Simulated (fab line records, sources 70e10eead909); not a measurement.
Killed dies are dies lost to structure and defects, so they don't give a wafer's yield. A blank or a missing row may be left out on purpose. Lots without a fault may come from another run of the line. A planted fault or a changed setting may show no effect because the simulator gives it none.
One fault seen from 2 desks | flow nand_harc | each desk has only its own numbers; what lay behind them comes last

THE TOOL OWNER'S DESK: har_etch-02
The tool's own readings at NHARC_A_CHANNEL_HOLE_D2_ETCH_25 (etches the open film in C4F8/O2/Ar, time 1040.2 s, target depth 1500 nm): means of the sampled wafers that have a number, for each lot that ran on this tool. A lot is out of limits, marked OUT, if its mean lies more than 4 standard deviations from the usual mean; the brackets give that distance.
Columns: A = drypump_motor_current_A at NHARC_A_CHANNEL_HOLE_D2_ETCH_25, usual 5.27 A; B = showerhead_plenum_p_Torr at NHARC_A_CHANNEL_HOLE_D2_ETCH_25, usual 3.68 Torr; C = temp_c at NHARC_A_CHANNEL_HOLE_D2_ETCH_25, usual -19.99 C; D = throttle_valve_pct at NHARC_A_CHANNEL_HOLE_D2_ETCH_25, usual 32.235 %
lot  | first seen here | A    | B    | C      | D
L372 | day 14 03:13    | 5.39 | 3.57 | -20.06 | 32.238
L373 | day 14 11:47    | 5.38 | 3.57 | -20.06 | 32.232
L374 | day 15 14:31    | 5.37 | 3.57 | -19.94 | 32.235
L384 | day 18 16:08    | 5.40 | 3.92 | -20.13 | 32.236
L387 | day 20 05:56    | 5.33 | 3.91 | -19.97 | 32.237
L390 | day 21 07:50    | 5.26 | 3.90 | -19.85 | 32.236
L392 | day 22 03:19    | 5.40 | 3.89 | -19.94 | 32.243
This desk's finding: nothing out of limits on any of the 7 lots.

THE DEFECT DESK
What the inspections along the route counted, lot by lot: means of the sampled wafers that have a number. A lot is out of limits, marked OUT, if its mean lies more than 4 standard deviations from the usual mean; the brackets give that distance.
Columns: A = raw_defect_count at NHARC_A_CHANNEL_HOLE_D2_INSPECT_40, usual 286
lot  | first seen here | A
L372 | day 14 06:01    | 565
L373 | day 14 14:28    | 1116 (+8.8) OUT
L374 | day 15 17:19    | 981 (+7.4) OUT
L384 | day 18 18:58    | 178
L387 | day 20 08:47    | 292
L385 | day 20 09:13    | 300
L391 | day 21 10:16    | 263
L390 | day 21 10:29    | 194
L392 | day 22 06:07    | 165
L393 | day 22 08:37    | 398
This desk's finding: out of limits on L373, L374; first on L373, day 14 14:28 (raw_defect_count at NHARC_A_CHANNEL_HOLE_D2_INSPECT_40). In limits: L372, L384, L387, L385, L391, L390, L392, L393.

PUT TOGETHER
The defect desk could have raised an alarm at day 14 14:28, on L373, L374.
The tool owner's desk saw nothing out of limits.
The tool owner's desk has L373, L374 on record, within its limits.
Of the lots named, all ran NHARC_A_CHANNEL_HOLE_D2_ETCH_25 on har_etch-02.

WHAT THE SIMULATOR HAD PUT IN
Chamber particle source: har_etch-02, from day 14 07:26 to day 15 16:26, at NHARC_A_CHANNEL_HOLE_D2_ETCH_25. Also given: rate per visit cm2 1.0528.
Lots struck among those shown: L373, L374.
Hours from the fault's start to each desk's first reading out of limits: the defect desk, 7.
